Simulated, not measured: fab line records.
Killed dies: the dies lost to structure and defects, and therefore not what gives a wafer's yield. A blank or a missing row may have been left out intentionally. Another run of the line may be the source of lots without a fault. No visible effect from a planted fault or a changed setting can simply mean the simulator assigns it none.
fab line records	flow n5_finfet	part 2 of 2: steps 4 to 6 of 6
record lots=21	wafers=63	last_day=17
route steps=1938 shown BEOL_M14@1751 BEOL_M15@1786
lots that met no fault: taken from a fault-free run of the same line
start_h: start of the lot's first displayed wafer, in hours after the record's first day	wait_h: hours since the lot's step before	" repeats the value in the row above	L1.1+2: several wafers, shown together as one row	- no value present, or no start provided	* or withheld: withheld	< > ~ a bound
route shown NAME@n: names a module that has steps shown in the file, with the first one's number in the route	usual: mean/standard deviation of fault-free wafers	same: alike in all rows	chamber/n: place in a boat	sites: the reading at each site	_std_site: how widely they spread, as a standard deviation	_edge_site: inner sites' mean taken away from outer sites' mean	radius_mm: how far each site lies from the wafer's centre	mask NAME#n: copy n	behind: tool/chamber where the wafer was last shaped	hold: the reason the lot was held/the length of the hold in hours/how it ended	device: the transistor (n, p or np) that didn't switch	end of line: at the end of the route, the tests of the same wafers	a step without rows: its recipe alone	killed: dies that structure and defects cost at the first sort, which is not the same as the wafer's yield	map: the dies of a wafer, with x for killed, . for not killed, _ for no die there
set.NAME: setting as actually run; set.NAME@STEP: the setting as run at that earlier step	model.NAME: the simulator's own value behind a step, which no gauge read
steps of the route over a sample of lots; a table a step, a row a wafer
services: from which hour (start_h, from the record's first day; less than 0 if before it) a tool's chamber was out of use, for how many hours, and why
## steps
# step N5_BEOL_M15_STRIP_62
# recipe chemistry=O2	power_w=600	temp_c=60	pressure_mtorr=30	rf_frequency_hz=6e+07	bias_power_w=0	overash_fraction=0.3	o2_flow_sccm=225
# usual drypump_motor_current_A=5.9/0.52	o2_flow_sccm=225.1/0.65	oes_product_au=0.77/0.077	rf_vpp_V=3.6/0.49	showerhead_plenum_p_Torr=2.13/0.063	throttle_valve_pct=16.64/0.19
lot.wafer	tool	chamber	start_h	wait_h	drypump_motor_current_A	o2_flow_sccm	oes_product_au	rf_hours_counter_h	rf_vpp_V	showerhead_plenum_p_Torr	throttle_valve_pct
L074.1	rie_diel-03	0	-	-	6.7	225.5	0.75	142	3.0	2.11	16.74
L074.4	"	2	"	"	4.9	226.0	0.85	34	3.6	2.03	16.35
L074.6	"	3	"	"	6.0	224.6	0.71	-	4.1	2.17	16.93
L077.2	rie_diel-01	3	-	-	6.3	225.4	0.72	213	3.3	2.09	16.79
L077.3	"	0	"	"	5.8	225.3	0.88	46	3.9	2.11	16.52
L077.5	"	1	"	"	5.9	224.4	0.84	-	4.0	2.24	16.65
L078.1	rie_diel-01	0	-	-	5.8	225.4	0.86	51	3.7	2.10	16.53
L078.2	"	1	"	"	5.9	224.3	0.84	76	3.7	2.23	16.64
L078.3	"	3	"	"	6.3	226.3	0.71	218	4.4	2.09	16.82
L079.3	rie_diel-02	3	-	-	5.6	225.1	0.88	39	3.1	2.23	16.39
L079.4	"	2	"	"	6.5	224.1	0.70	-	4.0	2.06	16.86
L079.5	"	3	"	"	5.6	225.3	0.89	-	3.4	2.23	16.39
L081.2	rie_diel-03	2	-	-	4.9	224.8	0.84	44	3.6	2.03	16.37
L081.3	"	1	"	"	6.1	225.5	0.72	200	3.7	2.15	16.74
L081.4	"	0	"	"	6.7	224.1	0.74	150	2.9	2.10	16.76
L080.2	rie_diel-01	2	-	-	5.7	224.1	0.70	229	3.8	2.16	16.47
L080.3	"	3	"	"	6.3	224.8	0.71	221	3.8	2.09	16.81
L080.6	"	1	"	"	5.9	224.8	0.82	-	2.8	2.23	16.66
L083.1	rie_diel-03	1	-	-	6.0	226.3	0.71	203	3.0	2.15	16.75
L083.5	"	0	"	"	6.7	225.5	0.73	-	3.4	2.10	16.75
L083.6	"	1	"	"	6.1	225.8	0.72	-	3.3	2.15	16.75
L082.1	rie_diel-03	2	-	-	4.9	225.0	0.84	48	3.0	2.03	16.38
L082.4	"	0	"	"	6.8	226.0	0.73	-	3.2	2.10	16.75
L082.5	"	2	"	"	4.9	225.3	0.84	-	3.5	2.03	16.39
L084.1	rie_diel-01	0	-	-	5.8	224.7	0.85	60	3.0	2.10	16.54
L084.2	"	1	"	"	5.9	224.9	0.83	86	4.2	2.23	16.67
L084.4	"	3	"	"	6.3	224.8	0.71	-	3.3	2.08	16.81
L086.1	rie_diel-01	1	-	-	5.9	226.0	0.81	90	3.5	2.23	16.68
L086.2	"	0	"	"	5.8	224.6	0.84	65	3.2	2.10	16.56
L086.4	"	1	"	"	5.9	226.4	0.81	-	3.9	2.23	16.68
L087.2	rie_diel-03	0	-	-	6.8	225.1	0.72	164	4.1	2.10	16.77
L087.4	"	3	"	"	6.0	224.8	0.69	220	3.6	2.17	16.98
L087.5	"	1	"	"	6.1	223.9	0.70	-	3.7	2.15	16.77
L085.3	rie_diel-03	2	-	-	4.9	225.0	0.83	58	5.1	2.03	16.40
L085.4	"	0	"	"	6.7	224.3	0.73	164	3.3	2.10	16.77
L085.5	"	0	"	"	6.7	225.9	0.72	-	4.2	2.10	16.79
L088.3	rie_diel-03	3	-	-	5.9	225.3	0.69	221	4.1	2.17	16.98
L088.4	"	1	"	"	6.1	224.7	0.71	214	4.4	2.15	16.77
L088.5	"	0	"	"	6.7	225.2	0.72	-	4.1	2.10	16.75
L089.1	rie_diel-01	0	-	-	5.8	224.6	0.83	71	3.7	2.10	16.57
L089.2	"	3	"	"	6.3	224.6	0.70	239	3.3	2.08	16.83
L089.6	"	1	"	"	5.9	225.4	0.81	-	3.8	2.23	16.68
L090.1	rie_diel-02	2	-	-	6.5	226.3	0.98	0	4.1	2.05	16.37
L090.4	"	3	"	"	5.5	224.8	0.85	-	2.8	2.22	16.42
L090.5	"	1	"	"	5.7	224.9	0.70	-	3.3	2.09	16.63
L091.3	rie_diel-03	1	-	-	6.1	224.9	0.70	221	3.7	2.14	16.79
L091.4	"	2	"	"	4.9	226.3	0.81	65	3.9	2.02	16.41
L091.5	"	2	"	"	4.9	225.0	0.81	-	3.9	2.02	16.41
L092.1	rie_diel-03	0	-	-	6.8	224.5	0.72	175	4.1	2.09	16.79
L092.2	"	2	"	"	4.9	224.0	0.80	69	4.2	2.02	16.42
L092.5	"	0	"	"	6.7	224.6	0.71	-	3.6	2.09	16.79
L093.3	rie_diel-03	0	-	-	6.7	226.5	0.72	177	3.1	2.09	16.78
L093.4	"	1	"	"	6.0	225.3	0.70	226	3.4	2.14	16.77
L093.6	"	0	"	"	6.8	225.8	0.72	-	2.9	2.09	16.81
L096.3	rie_diel-02	0	-	-	5.1	225.4	0.91	19	3.9	2.15	16.37
L096.5	"	2	"	"	6.5	225.7	0.92	-	2.9	2.05	16.41
L096.6	"	1	"	"	5.8	225.0	0.69	-	3.1	2.08	16.64
L097.1	rie_diel-02	3	-	-	5.6	226.1	0.84	73	3.2	2.22	16.42
L097.2	"	1	"	"	5.7	225.5	0.69	230	2.8	2.08	16.64
L097.5	"	0	"	"	5.1	225.0	0.91	-	2.6	2.15	16.39
L095.1	rie_diel-01	1	-	-	5.9	226.1	0.79	111	4.3	2.22	16.70
L095.4	"	1	"	"	5.9	226.9	0.80	-	3.8	2.22	16.72
L095.6	"	0	"	"	5.8	224.8	0.82	-	3.8	2.09	16.61
# step N5_BEOL_M15_CMP_49
# recipe stop_on=SiO2	t_overpolish_s=4.9	down_force_psi=2	platen_rpm=80	clearing_platen_down_force_psi=2	clearing_platen_rpm=80	post_cmp_clean=cu_alkaline	target_thk_nm=850	clearing_platen_pad_velocity_m_s=1.5917	pad_velocity_m_s=1.5917
# usual barrier_field_endpoint_s=11.39/0.27	motor_current_A=8.4/1	overpolish_run_s=4.899/0.0098
lot.wafer	tool	chamber	start_h	wait_h	barrier_field_endpoint_s	motor_current_A	overpolish_run_s
L074.4	cmp-02	0	252.92	0.1	11.24	8.9	4.887
L074.1	"	2	"	"	11.27	7.9	4.902
L074.6	"	1	"	"	11.41	8.8	4.893
L077.3	cmp-03	2	267.33	0.2	11.85	7.0	4.902
L077.2	"	0	"	"	11.30	9.2	4.901
L077.5	"	2	"	"	11.73	7.1	4.906
L078.1	cmp-01	2	282.41	0.3	11.21	8.5	4.918
L078.2	"	3	"	"	11.08	8.3	4.899
L078.3	"	0	"	"	11.85	7.2	4.895
L079.4	cmp-03	2	282.70	0.1	11.47	7.1	4.899
L079.3	"	3	"	"	11.74	10.2	4.893
L079.5	"	2	"	"	11.47	6.9	4.902
L081.2	cmp-03	0	284.00	0.2	11.80	9.5	4.889
L081.3	"	1	"	"	11.86	8.3	4.880
L081.4	"	2	"	"	11.67	7.0	4.892
L080.3	cmp-02	0	288.45	0.2	11.46	9.0	4.895
L080.2	"	1	"	"	11.13	8.5	4.916
L080.6	"	3	"	"	11.50	8.9	4.888
L083.1	cmp-03	0	291.90	0.4	11.39	9.5	4.887
L083.5	"	1	"	"	11.19	7.8	4.912
L083.6	"	2	"	"	11.61	7.2	4.900
L082.1	cmp-03	3	292.91	0.3	11.88	10.1	4.892
L082.4	"	0	"	"	11.38	9.5	4.893
L082.5	"	2	"	"	11.92	7.1	4.902
L084.4	cmp-03	3	309.74	0.1	11.45	9.6	4.910
L084.1	"	0	"	"	11.46	9.1	4.895
L084.2	"	2	"	"	11.57	7.0	4.900
L086.2	cmp-01	2	322.74	0.2	11.65	8.1	4.888
L086.4	"	0	"	"	11.59	7.0	4.909
L086.1	"	1	"	"	11.71	7.0	4.908
L087.4	cmp-02	3	328.29	0.1	11.14	9.4	4.879
L087.2	"	0	"	"	11.21	9.2	4.898
L087.5	"	0	"	"	11.21	9.6	4.917
L085.3	cmp-03	1	329.49	0.2	11.26	8.2	4.882
L085.4	"	2	"	"	11.43	6.8	4.893
L085.5	"	0	"	"	11.47	9.1	4.893
L088.3	cmp-02	0	330.92	0.2	11.32	8.9	4.905
L088.4	"	3	"	"	11.63	8.8	4.894
L088.5	"	0	"	"	11.41	8.5	4.896
L089.2	cmp-02	3	337.96	0.4	11.78	8.7	4.892
L089.1	"	1	"	"	11.26	8.6	4.912
L089.6	"	3	"	"	11.58	8.6	4.895
L090.4	cmp-03	2	356.37	0.3	11.32	6.8	4.883
L090.1	"	3	"	"	11.45	10.0	4.913
L090.5	"	0	"	"	11.51	9.8	4.898
L091.3	cmp-02	1	356.84	0.3	11.25	8.0	4.898
L091.4	"	3	"	"	11.57	8.8	4.892
L091.5	"	2	"	"	10.89	8.0	4.900
L092.2	cmp-02	0	368.91	0.5	11.46	9.5	4.893
L092.1	"	1	"	"	11.25	8.1	4.914
L092.5	"	2	"	"	11.36	8.0	4.876
L093.3	cmp-01	2	374.58	0.2	11.52	8.2	4.905
L093.4	"	3	"	"	11.06	8.6	4.910
L093.6	"	3	"	"	11.09	8.4	4.902
L096.3	cmp-01	1	385.08	0.2	11.89	7.0	4.894
L096.5	"	1	"	"	11.79	6.9	4.887
L096.6	"	2	"	"	11.76	8.4	4.879
L097.1	cmp-03	3	390.56	0.3	11.32	9.7	4.905
L097.2	"	1	"	"	11.07	8.0	4.888
L097.5	"	2	"	"	11.17	7.3	4.904
L095.1	cmp-03	1	391.22	0.3	11.18	8.2	4.896
L095.4	"	2	"	"	11.23	7.3	4.898
L095.6	"	2	"	"	11.31	6.7	4.914
# step N5_BEOL_M15_DEP_53
# recipe material=SiCN	target_thk_a=500	temp_c=withheld	precursor=3MS/NH3	pressure_torr=3	rf_w=675	time_s=17.8
# usual showerhead_plenum_p_Torr=4.159/0.022	throttle_valve_pct=17.9/0.44
lot.wafer	tool	chamber	start_h	wait_h	showerhead_plenum_p_Torr	since_wet_clean_h	throttle_valve_pct
L074.1	pecvd-01	1	253.27	0.0	4.134	2045	18.7
L074.4	"	2	"	"	4.174	-	17.6
L074.6	"	0	"	"	4.156	-	17.7
L077.2	pecvd-04	1	267.68	0.0	4.196	1878	17.7
L077.3	"	2	"	"	4.163	399	17.5
L077.5	"	2	"	"	4.158	-	17.1
L078.1	pecvd-04	2	282.73	0.0	4.157	414	17.4
L078.2	"	1	"	"	4.196	1893	17.7
L078.3	"	0	"	"	4.137	1168	18.2
L079.3	pecvd-01	2	283.09	0.0	4.156	-	17.9
L079.4	"	1	"	"	4.126	-	18.7
L079.5	"	2	"	"	4.152	-	17.9
L081.2	pecvd-01	1	284.33	0.0	4.144	2076	18.7
L081.3	"	2	"	"	4.159	-	17.8
L081.4	"	1	"	"	4.142	-	18.8
L080.2	pecvd-04	1	288.73	0.0	4.172	1899	17.8
L080.3	"	2	"	"	4.175	420	17.6
L080.6	"	2	"	"	4.172	-	17.5
L083.1	pecvd-04	0	292.15	0.0	4.125	1177	18.4
L083.5	"	1	"	"	4.202	-	17.5
L083.6	"	2	"	"	4.167	-	17.6
L082.1	pecvd-04	0	293.23	0.0	4.114	1178	18.4
L082.4	"	0	"	"	4.125	-	18.2
L082.5	"	1	"	"	4.191	-	17.6
L084.1	pecvd-04	1	310.10	0.0	4.184	1920	17.5
L084.2	"	2	"	"	4.171	441	17.5
L084.4	"	0	"	"	4.134	-	18.3
L086.1	pecvd-04	2	323.09	0.0	4.159	454	17.9
L086.2	"	1	"	"	4.196	1933	17.7
L086.4	"	2	"	"	4.150	-	17.5
L087.2	pecvd-01	2	328.64	0.0	4.164	641	17.9
L087.4	"	1	"	"	4.132	-	18.7
L087.5	"	0	"	"	4.145	-	17.7
L085.3	pecvd-04	0	329.77	0.0	4.125	1215	18.2
L085.4	"	1	"	"	4.196	-	17.7
L085.5	"	0	"	"	4.137	-	18.0
L088.3	pecvd-04	0	331.28	0.0	4.138	1216	18.1
L088.4	"	0	"	"	4.143	-	18.3
L088.5	"	2	"	"	4.165	-	17.6
L089.1	pecvd-04	1	338.28	0.0	4.187	1948	18.0
L089.2	"	0	"	"	4.135	1223	18.5
L089.6	"	1	"	"	4.195	-	17.9
L090.1	pecvd-04	1	356.65	0.0	4.187	1967	17.7
L090.4	"	0	"	"	4.125	-	18.4
L090.5	"	2	"	"	4.160	-	17.6
L091.3	pecvd-04	0	357.20	0.0	4.135	1242	18.3
L091.4	"	1	"	"	4.197	-	17.7
L091.5	"	0	"	"	4.127	-	18.2
L092.1	pecvd-02	0	369.20	0.0	4.174	470	17.7
L092.2	"	1	"	"	4.155	1617	18.2
L092.5	"	1	"	"	4.152	-	18.5
L093.3	pecvd-04	1	374.93	0.0	4.185	1985	17.8
L093.4	"	2	"	"	4.173	-	17.8
L093.6	"	1	"	"	4.184	-	17.7
L096.3	pecvd-04	0	385.44	0.0	4.145	1271	18.4
L096.5	"	2	"	"	4.163	-	17.5
L096.6	"	0	"	"	4.140	-	18.2
L097.1	pecvd-01	2	390.89	0.0	4.153	703	18.0
L097.2	"	0	"	"	4.152	1457	18.0
L097.5	"	2	"	"	4.169	-	18.1
L095.1	pecvd-02	2	391.58	0.0	4.143	160	17.6
L095.4	"	0	"	"	4.173	-	17.7
L095.6	"	2	"	"	4.146	-	17.4
## services
tool	chamber	start_h	hours	kind
cmp-02	-	224.03	4.0	pm
rie_diel-04	0	224.29	7.6	repair
cmp-03	-	224.29	4.0	pm
rie_diel-04	-	228.63	2.8	pm
cmp-02	-	235.30	2.8	repair
rie_diel-03	-	236.51	0.3	repair
rie_diel-02	2	244.08	21.0	repair
rie_diel-03	0	253.64	2.0	repair
cmp-03	-	253.93	3.2	repair
rie_diel-02	0	254.95	14.4	repair
rie_diel-06	3	258.82	2.4	repair
rie_diel-02	3	282.57	1.5	repair
rie_diel-03	3	285.32	6.0	repair
rie_diel-01	-	290.73	2.8	pm
rie_diel-01	2	293.58	40.7	repair
cmp-03	-	296.25	6.3	repair
rie_diel-04	3	323.85	12.5	repair
rie_diel-02	2	324.02	3.9	repair
pecvd-04	-	324.94	0.9	repair
rie_diel-01	1	326.23	2.7	repair
rie_diel-04	2	328.65	1.8	repair
rie_diel-06	1	330.77	13.6	repair
cmp-03	-	366.93	3.5	pm
rie_diel-06	1	386.04	1.5	repair
